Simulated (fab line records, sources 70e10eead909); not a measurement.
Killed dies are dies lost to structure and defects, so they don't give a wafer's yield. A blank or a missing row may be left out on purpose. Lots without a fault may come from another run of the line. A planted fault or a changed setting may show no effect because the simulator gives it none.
fab line records | flow nand_harc
record lots=5 wafers=15 last_day=29
route steps=1302 shown A_CONTACT@1036
lots that met no fault: from a run of the same line without faults
start_h: hours from the record's first day to the start of the lot's first wafer shown | wait_h: hours since the lot's step before | " the same as in the row above | L1.1+2: a row that stands for several wafers | - no value, or no start given | * or withheld: withheld | < > ~ a bound
route shown NAME@n: a module of which the file shows steps, and the number in the route of the first | usual: mean/standard deviation of fault-free wafers | same: alike in all rows | chamber/n: place in a boat | sites: the reading at each site | _std_site: their standard deviation | _edge_site: outer sites' mean less inner sites' | radius_mm: how far each site lies from the wafer's centre | mask NAME#n: copy n | behind: the tool/chamber that last shaped the wafer | hold: why the lot was held/for how many hours/how that ended | device: the transistor (n, p or np) that didn't switch | end of line: the same wafers' tests at the end of the route | a step without rows: its recipe alone | killed: dies lost to structure and defects at the first sort, not the wafer's yield | map: a wafer's dies, x killed, . not, _ none there
set.NAME: the setting as run; set.NAME@STEP: as run at that earlier step | model.NAME: the simulator's own value behind a step, which no gauge read
lots at some steps of the route; a table a step, a row a wafer
services: from which hour (start_h, from the record's first day; less than 0 if before it) a tool's chamber was out of use, for how many hours, and why
## steps
# step NHARC_A_CONTACT_EXPOSE_66
# recipe na=1.35 sigma_outer=0.8 dose_mj=59.02 mask_id=A_CC_2
# columns lot.wafer tool chamber start_h wait_h mask
L074.1+2+4 arfi_scanner-03 0 487.98 - A_CC_2#0
L080.1+2+3 arfi_scanner-01 0 559.24 - A_CC_2#0
L082.1+2+3 arfi_scanner-01 0 576.84 - A_CC_2#0
L084.1+4+5 arfi_scanner-02 0 597.72 - A_CC_2#0
L088.3+5+6 arfi_scanner-03 0 630.66 - A_CC_2#0
# step NHARC_A_CONTACT_PEB_67
# recipe peb_temp_c=100 peb_time_s=65
# columns lot.wafer tool chamber start_h wait_h
L074.1+2+4 litho_track-06 0 488.04 0.1
L080.1+2+3 litho_track-06 0 559.30 0.1
L082.1+2+3 litho_track-06 0 576.90 0.1
L084.1+4+5 litho_track-01 0 597.78 0.1
L088.3+5+6 litho_track-01 0 630.71 0.0
# step NHARC_A_CONTACT_DEVELOP_68
# recipe develop_time_s=35 dev_temp_c=23
# columns lot.wafer tool chamber start_h wait_h
L074.1+2+4 litho_track-06 0 - -
L080.1+2+3 litho_track-06 0 - -
L082.1+2+3 litho_track-06 0 - -
L084.1+4+5 litho_track-01 0 - -
L088.3+5+6 litho_track-01 0 - -
# step NHARC_A_CONTACT_CD_MEAS_69
# recipe target_cd_nm=300 landing_energy_ev=500
# usual cd_nm=299.8/0.84
# columns lot.wafer tool chamber start_h wait_h cd_nm
L074.1 cd_sem-03 0 488.12 - 299.6
L074.2 " 0 " " 299.0
L074.4 " 0 " " 301.2
L080.1 cd_sem-02 0 559.38 - 299.9
L080.2 " 0 " " 299.5
L080.3 " 0 " " 299.4
L082.1 cd_sem-02 0 576.98 - 300.0
L082.2 " 0 " " 299.7
L082.3 " 0 " " 302.2
L084.1 cd_sem-01 0 597.86 - 300.2
L084.4 " 0 " " 299.2
L084.5 " 0 " " 299.4
L088.3 cd_sem-02 0 630.80 - 300.4
L088.5 " 0 " " 300.1
L088.6 " 0 " " 299.7
# step NHARC_A_CONTACT_OVL_MEAS_70
# usual overlay_x_nm=0.1/0.73 overlay_y_nm=0.0/0.68
# columns lot.wafer tool chamber start_h wait_h overlay_x_nm overlay_y_nm
L074.1 overlay-01 - 488.21 - 1.1 0.6
L074.2 " - " " 1.2 -0.1
L074.4 " - " " 1.3 -0.2
L080.1 overlay-02 - 559.47 - 0.0 -1.0
L080.2 " - " " 0.3 -1.0
L080.3 " - " " -0.1 -0.7
L082.1 overlay-01 - 577.07 - -0.3 0.1
L082.2 " - " " -0.3 -0.1
L082.3 " - " " -0.1 0.7
L084.1 overlay-02 - 597.95 - -1.2 0.0
L084.4 " - " " -1.0 -0.5
L084.5 " - " " -0.5 -0.7
L088.3 overlay-02 - 630.89 - 1.0 -1.0
L088.5 " - " " 0.9 -0.3
L088.6 " - " " 1.1 0.0
# step NHARC_A_CONTACT_INSPECT_71
# usual raw_defect_count=81/39
# columns lot.wafer tool chamber start_h wait_h raw_defect_count
L074.1 defect_inspect-02 - 488.24 0.0 66
L074.2 " - " " 70
L074.4 " - " " 72
L080.1 defect_inspect-02 - 559.51 0.0 122
L080.2 " - " " 104
L080.3 " - " " 120
L082.1 defect_inspect-01 - 577.10 0.0 115
L082.2 " - " " 107
L082.3 " - " " 98
L084.1 defect_inspect-02 - 597.98 0.0 91
L084.4 " - " " 88
L084.5 " - " " 99
L088.3 defect_inspect-01 - 630.92 0.0 77
L088.5 " - " " 93
L088.6 " - " " 98
# step NHARC_A_CONTACT_DESCUM_74
# recipe time_s=3 o2_flow_sccm=200 ar_flow_sccm=0 bias_power_w=0 chemistry=O2
# usual drypump_motor_current_A=5.8/0.52 oes_product_au=1.000/0.01 rf_vpp_V=57.5/0.8 showerhead_plenum_p_Torr=1.82/0.073 throttle_valve_pct=11.311/0.0088
# same time_s=3
# columns lot.wafer tool chamber start_h wait_h drypump_motor_current_A oes_product_au rf_hours_counter_h rf_vpp_V showerhead_plenum_p_Torr throttle_valve_pct
L074.4 rie_diel-02 2 488.30 0.1 5.7 1.002 26 56.6 1.79 11.322
L074.1 " 3 " " 5.2 1.000 26 57.5 1.79 11.309
L074.2 " 1 " " 6.0 1.008 30 58.1 1.93 11.307
L080.2 rie_diel-13 2 559.57 0.1 6.4 0.997 5 57.7 1.84 11.319
L080.1 " 3 " " 5.5 1.003 5 58.4 1.82 11.307
L080.3 " 1 " " 6.2 0.992 5 57.5 1.77 11.319
L082.1 rie_diel-13 3 577.17 0.1 5.5 0.994 9 57.7 1.82 11.301
L082.2 " 0 " " 5.0 1.001 10 57.6 1.77 11.312
L082.3 " 1 " " 6.2 0.978 9 56.6 1.77 11.298
L084.4 rie_diel-02 3 598.05 0.1 5.2 1.016 3 57.8 1.78 11.318
L084.1 " 1 " " 6.0 1.024 4 56.1 1.92 11.314
L084.5 " 3 " " 5.2 1.021 - 57.9 1.78 11.313
L088.3 rie_diel-13 0 631.01 0.1 5.0 1.012 23 56.9 1.76 11.315
L088.6 " 1 " " 6.2 0.996 - 57.8 1.76 11.320
L088.5 " 2 " " 6.4 0.997 - 57.0 1.83 11.308
# step NHARC_A_CONTACT_ETCH_75
# recipe target_depth_a=390 over_etch_frac=0.3 time_s=65 ion_energy_ev=80 cf4_flow_sccm=150 ar_flow_sccm=0 rf_w=300 bias_w=100 chemistry=CF4
# usual drypump_motor_current_A=5.7/0.52 oes_product_au=1.001/0.01 rf_vpp_V=150.4/1.2 showerhead_plenum_p_Torr=1.69/0.066 throttle_valve_pct=13.285/0.0089
# same time_s=65
# columns lot.wafer tool chamber start_h wait_h drypump_motor_current_A oes_product_au rf_hours_counter_h rf_vpp_V showerhead_plenum_p_Torr throttle_valve_pct
L074.1 rie_diel-02 1 488.40 0.1 6.0 1.005 30 151.0 1.78 13.284
L074.4 " 2 " " 5.7 0.995 26 151.1 1.67 13.285
L074.2 " 3 " " 5.2 1.008 26 151.3 1.66 13.294
L080.3 rie_diel-13 3 559.65 0.1 5.6 0.998 5 150.5 1.69 13.296
L080.2 " 1 " " 6.2 0.986 5 149.1 1.64 13.286
L080.1 " 2 " " 6.4 0.986 5 149.9 1.70 13.284
L082.2 rie_diel-13 2 577.25 0.1 6.4 0.983 8 149.5 1.70 13.272
L082.1 " 3 " " 5.5 0.983 9 150.3 1.69 13.294
L082.3 " 0 " " 5.0 1.001 10 150.1 1.64 13.288
L084.4 rie_diel-02 0 598.14 0.1 6.1 1.001 4 150.9 1.75 13.299
L084.1 " 2 " " 5.7 1.000 4 148.2 1.66 13.280
L084.5 " 3 " " 5.2 1.020 - 149.7 1.66 13.286
L088.3 rie_diel-13 2 631.09 0.1 6.4 0.995 21 151.3 1.70 13.285
L088.5 " 3 " " 5.5 1.004 - 148.7 1.68 13.289
L088.6 " 0 " " 5.0 1.008 - 149.7 1.64 13.300
# step NHARC_A_CONTACT_ETCH_76
# recipe target_depth_a=2600 over_etch_frac=0.3 time_s=475.3 ion_energy_ev=200 n2_flow_sccm=150 h2_flow_sccm=150 ar_flow_sccm=0 rf_w=400 bias_w=150 chemistry=N2/H2
# usual drypump_motor_current_A=5.8/0.51 oes_product_au=0.999/0.009 rf_vpp_V=427.7/2.4 showerhead_plenum_p_Torr=1.94/0.078 throttle_valve_pct=14.170/0.009
# same time_s=475.3
# columns lot.wafer tool chamber start_h wait_h drypump_motor_current_A oes_product_au rf_hours_counter_h rf_vpp_V showerhead_plenum_p_Torr throttle_valve_pct
L074.2 rie_diel-02 1 - - 6.0 1.008 30 431.3 2.05 14.180
L074.4 " 2 " " 5.7 1.006 26 425.7 1.91 14.167
L074.1 " 3 " " 5.2 1.010 26 426.3 1.91 14.172
L080.3 rie_diel-13 0 - - 5.0 1.004 5 424.6 1.88 14.177
L080.1 " 1 " " 6.2 0.989 5 425.2 1.88 14.184
L080.2 " 2 " " 6.4 0.990 5 428.8 1.96 14.189
L082.2 rie_diel-13 2 - - 6.4 0.982 8 428.3 1.95 14.170
L082.1 " 3 " " 5.5 0.989 9 427.3 1.93 14.177
L082.3 " 0 " " 5.0 0.994 10 426.4 1.88 14.166
L084.1 rie_diel-02 2 - - 5.7 0.993 4 425.4 1.90 14.174
L084.4 " 3 " " 5.3 1.016 4 427.4 1.90 14.177
L084.5 " 0 " " 6.1 0.995 - 429.4 2.01 14.160
L088.3 rie_diel-13 0 - - 5.0 1.015 23 424.9 1.88 14.177
L088.6 " 1 " " 6.2 0.998 - 425.6 1.87 14.182
L088.5 " 2 " " 6.4 0.995 - 427.0 1.95 14.166
# step NHARC_A_CONTACT_ETCH_77
# recipe target_depth_a=1089 time_s=54.5 cf4_flow_sccm=100 chf3_flow_sccm=30 ar_flow_sccm=0 rf_w=500 bias_w=200 chemistry=CF4/CHF3
# usual drypump_motor_current_A=5.7/0.53 oes_product_au=0.936/0.022 rf_vpp_V=368.3/2.1 showerhead_plenum_p_Torr=1.50/0.056 throttle_valve_pct=16.803/0.0085
# same time_s=54.5
# columns lot.wafer tool chamber start_h wait_h drypump_motor_current_A oes_product_au rf_hours_counter_h rf_vpp_V showerhead_plenum_p_Torr throttle_valve_pct
L074.1 rie_diel-02 2 - - 5.7 0.935 26 366.9 1.48 16.805
L074.2 " 3 " " 5.2 0.945 26 368.0 1.48 16.798
L074.4 " 0 " " 6.1 0.935 24 370.5 1.56 16.808
L080.3 rie_diel-13 0 - - 5.0 0.936 5 366.2 1.46 16.799
L080.2 " 2 " " 6.4 0.916 5 369.1 1.51 16.801
L080.1 " 3 " " 5.5 0.912 5 367.7 1.50 16.796
L082.2 rie_diel-13 0 - - 5.0 0.929 10 366.1 1.46 16.785
L082.1 " 1 " " 6.2 0.912 9 366.5 1.46 16.802
L082.3 " 2 " " 6.4 0.919 8 369.3 1.51 16.800
L084.4 rie_diel-02 3 - - 5.2 0.979 4 366.8 1.47 16.793
L084.1 " 1 " " 6.0 0.996 5 371.8 1.57 16.819
L084.5 " 0 " " 6.1 0.987 - 369.2 1.55 16.812
L088.3 rie_diel-13 0 - - 5.0 0.934 23 367.8 1.46 16.812
L088.6 " 3 " " 5.5 0.914 - 367.8 1.50 16.802
L088.5 " 0 " " 5.0 0.930 - 365.7 1.46 16.824
# step NHARC_A_CONTACT_ETCH_78
# recipe target_depth_a=53000 over_etch_frac=0.3 time_s=1378 ion_energy_ev=150 o2_flow_sccm=400 cos_flow_sccm=20 ar_flow_sccm=0 rf_w=500 bias_w=300 chemistry=O2/COS
# usual drypump_motor_current_A=5.8/0.52 oes_product_au=1.001/0.0098 rf_vpp_V=312.0/1.7 showerhead_plenum_p_Torr=2.98/0.11 throttle_valve_pct=28.331/0.0092
# same time_s=1378
# columns lot.wafer tool chamber start_h wait_h drypump_motor_current_A oes_product_au rf_hours_counter_h rf_vpp_V showerhead_plenum_p_Torr throttle_valve_pct
L074.1 rie_diel-02 3 - - 5.2 0.996 27 311.3 2.94 28.338
L074.4 " 0 " " 6.1 0.995 24 313.6 3.10 28.308
L074.2 " 2 " " 5.7 1.003 26 311.6 2.94 28.328
L080.2 rie_diel-13 3 - - 5.5 0.993 5 312.4 2.97 28.322
L080.3 " 0 " " 5.0 1.007 6 310.8 2.90 28.318
L080.1 " 1 " " 6.2 0.992 5 310.5 2.90 28.343
L082.1 rie_diel-13 0 - - 5.0 0.996 10 310.4 2.90 28.324
L082.2 " 1 " " 6.2 0.990 9 311.3 2.89 28.328
L082.3 " 2 " " 6.4 0.993 8 311.9 3.00 28.338
L084.4 rie_diel-02 2 - - 5.7 1.001 4 310.5 2.92 28.334
L084.1 " 3 " " 5.2 1.016 4 311.9 2.92 28.331
L084.5 " 2 " " 5.7 0.984 - 310.1 2.92 28.331
L088.3 rie_diel-13 2 - - 6.4 1.003 21 313.3 3.00 28.333
L088.5 " 2 " " 6.4 0.995 - 311.9 3.00 28.324
L088.6 " 3 " " 5.5 1.002 - 311.8 2.97 28.333
# step NHARC_A_CONTACT_ETCH_124
# recipe source_w=withheld pressure_mtorr=20 bias_v=withheld time_s=140 target_depth_a=7000 ar_flow_sccm=withheld c4f8_flow_sccm=withheld o2_flow_sccm=withheld chemistry=C4F8/O2/Ar
# same time_s=140
# columns lot.wafer tool chamber start_h wait_h rf_hours_counter_h
L074.1 har_cap_etch-02 0 489.85 - 84
L074.2 " 1 " " 84
L074.4 " 0 " " -
L080.1 har_cap_etch-02 0 561.10 - 96
L080.2 " 1 " " 96
L080.3 " 1 " " -
L082.1 har_cap_etch-03 0 578.92 - 56
L082.2 " 1 " " 56
L082.3 " 0 " " -
L084.1 har_cap_etch-01 1 599.62 - 15
L084.4 " 0 " " -
L084.5 " 0 " " -
L088.3 har_cap_etch-02 1 632.59 - -
L088.5 " 1 " " -
L088.6 " 0 " " -
# step NHARC_A_CONTACT_ETCH_125
# recipe source_w=withheld pressure_mtorr=20 bias_v=3000 time_s=197 target_depth_a=19180 ar_flow_sccm=withheld c4f8_flow_sccm=withheld o2_flow_sccm=withheld chemistry=C4F8/O2/Ar
# same time_s=197
# columns lot.wafer tool chamber start_h wait_h rf_hours_counter_h
L074.1 har_cap_etch-02 0 490.05 0.2 84
L074.2 " 1 " " 84
L074.4 " 0 " " -
L080.1 har_cap_etch-02 0 561.30 0.2 97
L080.2 " 1 " " 97
L080.3 " 1 " " -
L082.1 har_cap_etch-03 0 579.12 0.2 56
L082.2 " 1 " " 56
L082.3 " 0 " " -
L084.1 har_cap_etch-01 1 599.82 0.2 15
L084.4 " 0 " " -
L084.5 " 0 " " -
L088.3 har_cap_etch-02 1 632.78 0.2 -
L088.5 " 1 " " -
L088.6 " 0 " " -
# step NHARC_A_CONTACT_ETCH_126
# recipe source_w=withheld pressure_mtorr=20 bias_v=3000 time_s=197 target_depth_a=19180 ar_flow_sccm=withheld c4f8_flow_sccm=withheld o2_flow_sccm=withheld chemistry=C4F8/O2/Ar
# same time_s=197
# columns lot.wafer tool chamber start_h wait_h rf_hours_counter_h
L074.1 har_cap_etch-02 0 490.23 0.1 85
L074.2 " 1 " " 85
L074.4 " 0 " " -
L080.1 har_cap_etch-02 0 561.48 0.1 97
L080.2 " 1 " " 97
L080.3 " 1 " " -
L082.1 har_cap_etch-03 0 579.29 0.1 56
L082.2 " 1 " " 56
L082.3 " 0 " " -
L084.1 har_cap_etch-01 1 599.99 0.1 15
L084.4 " 0 " " -
L084.5 " 0 " " -
L088.3 har_cap_etch-02 1 632.96 0.1 -
L088.5 " 1 " " -
L088.6 " 0 " " -
# step NHARC_A_CONTACT_ETCH_127
# recipe source_w=withheld pressure_mtorr=20 bias_v=3000 time_s=197 target_depth_a=19180 ar_flow_sccm=withheld c4f8_flow_sccm=withheld o2_flow_sccm=withheld chemistry=C4F8/O2/Ar
# same time_s=197
# columns lot.wafer tool chamber start_h wait_h rf_hours_counter_h
L074.1 har_cap_etch-02 0 490.40 0.1 85
L074.2 " 1 " " 85
L074.4 " 0 " " -
L080.1 har_cap_etch-02 0 561.66 0.1 97
L080.2 " 1 " " 97
L080.3 " 1 " " -
L082.1 har_cap_etch-03 0 579.47 0.1 56
L082.2 " 1 " " 56
L082.3 " 0 " " -
L084.1 har_cap_etch-01 1 600.17 0.1 15
L084.4 " 0 " " -
L084.5 " 0 " " -
L088.3 har_cap_etch-02 1 633.14 0.1 -
L088.5 " 1 " " -
L088.6 " 0 " " -
# step NHARC_A_CONTACT_ETCH_128
# recipe source_w=withheld pressure_mtorr=20 bias_v=3000 time_s=197 target_depth_a=19180 ar_flow_sccm=withheld c4f8_flow_sccm=withheld o2_flow_sccm=withheld chemistry=C4F8/O2/Ar
# same time_s=197
# columns lot.wafer tool chamber start_h wait_h rf_hours_counter_h
L074.1 har_cap_etch-02 0 490.58 0.1 85
L074.2 " 1 " " 85
L074.4 " 0 " " -
L080.1 har_cap_etch-02 0 561.83 0.1 97
L080.2 " 1 " " 97
L080.3 " 1 " " -
L082.1 har_cap_etch-03 0 579.64 0.1 57
L082.2 " 1 " " 57
L082.3 " 0 " " -
L084.1 har_cap_etch-01 1 600.35 0.1 15
L084.4 " 0 " " -
L084.5 " 0 " " -
L088.3 har_cap_etch-02 1 633.31 0.1 -
L088.5 " 1 " " -
L088.6 " 0 " " -
# step NHARC_A_CONTACT_ETCH_129
# recipe source_w=withheld pressure_mtorr=20 bias_v=3000 time_s=197 target_depth_a=19180 ar_flow_sccm=withheld c4f8_flow_sccm=withheld o2_flow_sccm=withheld chemistry=C4F8/O2/Ar
# same time_s=197
# columns lot.wafer tool chamber start_h wait_h rf_hours_counter_h
L074.1 har_cap_etch-02 0 490.75 0.1 85
L074.2 " 1 " " 85
L074.4 " 0 " " -
L080.1 har_cap_etch-02 0 562.01 0.1 97
L080.2 " 1 " " 97
L080.3 " 1 " " -
L082.1 har_cap_etch-03 0 579.82 0.1 57
L082.2 " 1 " " 57
L082.3 " 0 " " -
L084.1 har_cap_etch-01 1 600.52 0.1 16
L084.4 " 0 " " -
L084.5 " 0 " " -
L088.3 har_cap_etch-02 1 633.49 0.1 -
L088.5 " 1 " " -
L088.6 " 0 " " -
# step NHARC_A_CONTACT_ETCH_130
# recipe source_w=withheld pressure_mtorr=20 bias_v=3000 time_s=197 target_depth_a=19180 ar_flow_sccm=withheld c4f8_flow_sccm=withheld o2_flow_sccm=withheld chemistry=C4F8/O2/Ar
# same time_s=197
# columns lot.wafer tool chamber start_h wait_h rf_hours_counter_h
L074.1 har_cap_etch-02 0 490.93 0.1 85
L074.2 " 1 " " 85
L074.4 " 0 " " -
L080.1 har_cap_etch-02 0 562.19 0.1 97
L080.2 " 1 " " 97
L080.3 " 1 " " -
L082.1 har_cap_etch-03 0 580.00 0.1 57
L082.2 " 1 " " 57
L082.3 " 0 " " -
L084.1 har_cap_etch-01 1 600.70 0.1 16
L084.4 " 0 " " -
L084.5 " 0 " " -
L088.3 har_cap_etch-02 1 633.67 0.1 -
L088.5 " 1 " " -
L088.6 " 0 " " -
# step NHARC_A_CONTACT_ETCH_131
# recipe source_w=withheld pressure_mtorr=20 bias_v=3000 time_s=197 target_depth_a=19180 ar_flow_sccm=withheld c4f8_flow_sccm=withheld o2_flow_sccm=withheld chemistry=C4F8/O2/Ar
# same time_s=197
# columns lot.wafer tool chamber start_h wait_h rf_hours_counter_h
L074.1 har_cap_etch-02 0 491.11 0.1 85
L074.2 " 1 " " 85
L074.4 " 0 " " -
L080.1 har_cap_etch-02 0 562.36 0.1 98
L080.2 " 1 " " 98
L080.3 " 1 " " -
L082.1 har_cap_etch-03 0 580.17 0.1 57
L082.2 " 1 " " 57
L082.3 " 0 " " -
L084.1 har_cap_etch-01 1 600.88 0.1 16
L084.4 " 0 " " -
L084.5 " 0 " " -
L088.3 har_cap_etch-02 1 633.84 0.1 -
L088.5 " 1 " " -
L088.6 " 0 " " -
# step NHARC_A_CONTACT_ETCH_132
# recipe source_w=withheld pressure_mtorr=20 bias_v=3000 time_s=197 target_depth_a=19240 ar_flow_sccm=withheld c4f8_flow_sccm=withheld o2_flow_sccm=withheld chemistry=C4F8/O2/Ar
# same time_s=197
# columns lot.wafer tool chamber start_h wait_h rf_hours_counter_h
L074.1 har_cap_etch-02 0 491.29 0.2 86
L074.2 " 1 " " 86
L074.4 " 0 " " -
L080.1 har_cap_etch-02 0 562.54 0.1 98
L080.2 " 1 " " 98
L080.3 " 1 " " -
L082.1 har_cap_etch-03 0 580.35 0.1 57
L082.2 " 1 " " 57
L082.3 " 0 " " -
L084.1 har_cap_etch-01 1 601.06 0.1 16
L084.4 " 0 " " -
L084.5 " 0 " " -
L088.3 har_cap_etch-02 1 634.02 0.1 -
L088.5 " 1 " " -
L088.6 " 0 " " -
# step NHARC_A_CONTACT_ETCH_133
# recipe source_w=withheld pressure_mtorr=20 bias_v=400 time_s=374 target_depth_a=16100 ar_flow_sccm=withheld c4f8_flow_sccm=11.5 o2_flow_sccm=7.2 chemistry=C4F8/O2/Ar
# same time_s=374
# columns lot.wafer tool chamber start_h wait_h rf_hours_counter_h
L074.1 har_cap_etch-02 0 491.47 0.1 86
L074.2 " 1 " " 86
L074.4 " 0 " " -
L080.1 har_cap_etch-02 0 562.72 0.1 98
L080.2 " 1 " " 98
L080.3 " 1 " " -
L082.1 har_cap_etch-03 0 580.53 0.1 57
L082.2 " 1 " " 57
L082.3 " 0 " " -
L084.1 har_cap_etch-01 1 601.28 0.2 16
L084.4 " 0 " " -
L084.5 " 0 " " -
L088.3 har_cap_etch-02 1 634.28 0.2 -
L088.5 " 1 " " -
L088.6 " 0 " " -
# step NHARC_A_CONTACT_ETCH_91
# recipe target_depth_a=400 over_etch_frac=0.5 time_s=85.7 ion_energy_ev=120 ch3f_flow_sccm=50 o2_flow_sccm=30 ar_flow_sccm=200 rf_w=500 bias_w=100 chemistry=CH3F/O2
# usual drypump_motor_current_A=5.8/0.51 oes_product_au=0.939/0.029 rf_vpp_V=242.9/1.5 showerhead_plenum_p_Torr=2.35/0.087 throttle_valve_pct=20.664/0.0094
# same time_s=85.7
# columns lot.wafer tool chamber start_h wait_h drypump_motor_current_A oes_product_au rf_hours_counter_h rf_vpp_V showerhead_plenum_p_Torr throttle_valve_pct
L074.4 rie_diel-02 3 492.26 0.6 5.3 0.928 27 242.2 2.31 20.666
L074.1 " 0 " " 6.1 0.929 25 244.4 2.44 20.658
L074.2 " 2 " " 5.7 0.913 27 242.9 2.31 20.658
L080.1 rie_diel-13 3 563.50 0.7 5.5 0.940 6 244.0 2.34 20.659
L080.3 " 1 " " 6.2 0.939 6 240.7 2.28 20.662
L080.2 " 2 " " 6.5 0.929 5 242.3 2.36 20.661
L082.3 rie_diel-13 1 581.32 0.6 6.2 0.924 10 243.2 2.27 20.669
L082.1 " 2 " " 6.4 0.924 9 244.1 2.36 20.680
L082.2 " 0 " " 5.0 0.940 11 242.0 2.28 20.663
L084.4 rie_diel-13 1 601.99 0.6 6.2 0.931 15 241.1 2.27 20.657
L084.1 " 2 " " 6.4 0.914 14 243.1 2.36 20.655
L084.5 " 2 " " 6.4 0.914 - 243.7 2.36 20.657
L088.3 rie_diel-13 3 634.94 0.6 5.6 0.930 19 243.6 2.33 20.659
L088.6 " 2 " " 6.4 0.916 - 241.8 2.36 20.668
L088.5 " 3 " " 5.5 0.919 - 242.5 2.33 20.652
# step NHARC_A_CONTACT_ETCH_97
# recipe target_depth_a=200 over_etch_frac=0.5 time_s=10 ion_energy_ev=250 c4f6_flow_sccm=25 o2_flow_sccm=20 ar_flow_sccm=500 rf_w=600 bias_w=500 chemistry=C4F6/O2
# usual drypump_motor_current_A=5.8/0.52 oes_product_au=0.958/0.023 rf_vpp_V=543.6/2.9 showerhead_plenum_p_Torr=3.76/0.13 throttle_valve_pct=26.904/0.0087
# same time_s=10
# columns lot.wafer tool chamber start_h wait_h drypump_motor_current_A oes_product_au rf_hours_counter_h rf_vpp_V showerhead_plenum_p_Torr throttle_valve_pct
L074.4 rie_diel-02 3 - - 5.3 0.947 27 542.1 3.70 26.897
L074.2 " 0 " " 6.1 0.958 25 547.0 3.89 26.907
L074.1 " 1 " " 6.0 0.946 30 547.7 3.95 26.915
L080.1 rie_diel-13 0 - - 5.0 0.956 6 540.9 3.66 26.909
L080.3 " 1 " " 6.2 0.951 6 541.3 3.65 26.904
L080.2 " 3 " " 5.5 0.949 6 543.1 3.74 26.902
L082.2 rie_diel-13 2 581.48 0.1 6.4 0.952 9 544.5 3.78 26.903
L082.1 " 0 " " 5.0 0.955 11 541.5 3.65 26.903
L082.3 " 1 " " 6.2 0.948 10 541.0 3.65 26.911
L084.4 rie_diel-13 1 - - 6.2 0.952 15 540.0 3.64 26.895
L084.1 " 2 " " 6.4 0.934 14 543.2 3.77 26.915
L084.5 " 2 " " 6.5 0.926 - 544.0 3.77 26.909
L088.3 rie_diel-13 1 - - 6.2 0.942 22 540.4 3.64 26.901
L088.6 " 3 " " 5.5 0.953 - 542.6 3.74 26.905
L088.5 " 0 " " 5.0 0.955 - 542.4 3.65 26.909
# step NHARC_A_CONTACT_CD_MEAS_80
# usual cd_nm=289.4/0.83
# columns lot.wafer tool chamber start_h wait_h cd_nm
L074.1 cd_sem-03 - 492.48 - 291.1
L074.2 " - " " 290.5
L074.4 " - " " 290.5
L080.1 cd_sem-03 - 563.72 - 288.3
L080.2 " - " " 289.6
L080.3 " - " " 289.4
L082.1 cd_sem-03 - 581.57 - 290.0
L082.2 " - " " 289.4
L082.3 " - " " 289.2
L084.1 cd_sem-03 - 602.21 - 289.8
L084.4 " - " " 289.9
L084.5 " - " " 290.2
L088.3 cd_sem-03 - 635.15 - 289.6
L088.5 " - " " 289.3
L088.6 " - " " 289.6
# step NHARC_A_CONTACT_STRIP_103
# recipe n2_flow_sccm=150 h2_flow_sccm=150 ar_flow_sccm=0 bias_w=0 chemistry=N2/H2
# columns lot.wafer tool chamber start_h wait_h
L074.1+2+4 rie_diel-13 0,1,1 492.57 0.1
L080.1+3+2 rie_diel-13 1,3,0 563.79 0.1
L082.2+3+1 rie_diel-13 2,0,1 581.66 0.1
L084.1+4+5 rie_diel-02 0,2,1 602.29 0.1
L088.3+5+6 rie_diel-13 0,2,3 635.23 0.1
# step NHARC_A_CONTACT_STRIP_104
# recipe cf4_flow_sccm=100 chf3_flow_sccm=30 ar_flow_sccm=0 bias_w=0 chemistry=CF4/CHF3
# columns lot.wafer tool chamber start_h wait_h
L074.1+2+4 rie_diel-13 1,0,2 492.67 0.1
L080.2+1+3 rie_diel-13 3,1,2 563.89 0.1
L082.2+1+3 rie_diel-13 0,1,2 581.77 0.1
L084.4+1+5 rie_diel-02 0,1,0 602.38 0.1
L088.3+6+5 rie_diel-13 1,1,2 635.31 0.1
# step NHARC_A_CONTACT_STRIP_105
# recipe o2_flow_sccm=400 cos_flow_sccm=20 ar_flow_sccm=0 bias_w=0 chemistry=O2/COS
# columns lot.wafer tool chamber start_h wait_h
L074.1+2+4 rie_diel-13 0,2,0 492.73 0.1
L080.3+2+1 rie_diel-13 0,1,3 563.95 0.0
L082.1+2+3 rie_diel-13 1,2,0 581.84 0.1
L084.1+4+5 rie_diel-02 3,0,1 602.45 0.1
L088.3+5+6 rie_diel-13 3,1,2 635.38 0.1
# step NHARC_A_CONTACT_ETCH_106
# recipe target_depth_a=900 overetch_a=90 time_s=49.5 ion_energy_ev=100 cf4_flow_sccm=80 o2_flow_sccm=20 ar_flow_sccm=0 rf_w=300 bias_w=100 chemistry=CF4/O2
# usual drypump_motor_current_A=5.7/0.5 oes_product_au=1.001/0.01 rf_vpp_V=196.7/1.3 showerhead_plenum_p_Torr=1.28/0.052 throttle_valve_pct=13.396/0.0095
# same time_s=49.5
# columns lot.wafer tool chamber start_h wait_h drypump_motor_current_A oes_product_au rf_hours_counter_h rf_vpp_V showerhead_plenum_p_Torr throttle_valve_pct
L074.2 rie_diel-13 2 492.80 0.1 6.4 0.988 20 196.0 1.28 13.390
L074.1 " 0 " " 5.0 1.021 25 196.9 1.24 13.379
L074.4 " 0 " " 5.0 1.016 - 196.2 1.24 13.420
L080.2 rie_diel-13 1 564.01 0.1 6.2 1.004 6 193.9 1.23 13.406
L080.3 " 2 " " 6.4 0.992 5 196.1 1.28 13.382
L080.1 " 0 " " 5.0 1.007 6 196.0 1.24 13.389
L082.1 rie_diel-13 2 581.91 0.1 6.4 0.992 9 194.8 1.28 13.383
L082.2 " 0 " " 5.0 1.011 11 195.9 1.24 13.406
L082.3 " 1 " " 6.2 0.995 10 196.4 1.23 13.396
L084.4 rie_diel-02 2 602.51 0.0 5.7 0.999 5 194.8 1.25 13.386
L084.1 " 1 " " 6.0 1.018 6 196.7 1.34 13.408
L084.5 " 2 " " 5.7 1.005 - 195.0 1.25 13.411
L088.3 rie_diel-13 3 635.44 0.1 5.5 1.008 20 196.6 1.27 13.409
L088.6 " 2 " " 6.4 0.997 - 196.3 1.28 13.389
L088.5 " 3 " " 5.5 1.000 - 197.2 1.27 13.395
## services
# columns tool chamber start_h hours kind
rie_diel-13 0 473.58 - clean
rie_diel-13 1 473.58 - clean
rie_diel-13 2 473.58 - clean
rie_diel-13 3 487.99 21.8 repair
rie_diel-13 0 493.55 1.6 repair
arfi_scanner-02 - 496.80 0.4 repair
har_cap_etch-01 - 497.00 17.0 pm
arfi_scanner-02 - 504.23 4.0 pm
litho_track-01 - 505.00 7.0 pm
rie_diel-13 - 519.03 9.0 pm
arfi_scanner-03 - 524.49 0.9 repair
litho_track-06 - 529.00 7.0 pm
rie_diel-13 - 540.47 0.6 repair
arfi_scanner-03 - 542.45 4.0 pm
arfi_scanner-02 - 549.00 2.5 repair
arfi_scanner-03 - 553.27 0.9 repair
arfi_scanner-03 - 562.59 1.0 repair
rie_diel-02 - 571.36 9.0 pm
arfi_scanner-01 - 583.03 0.8 repair
arfi_scanner-01 - 584.37 6.4 repair
arfi_scanner-03 - 587.58 8.0 repair
arfi_scanner-01 - 596.00 4.0 pm
rie_diel-13 1 608.78 9.6 repair
arfi_scanner-01 - 616.33 5.1 repair
## key
fault none
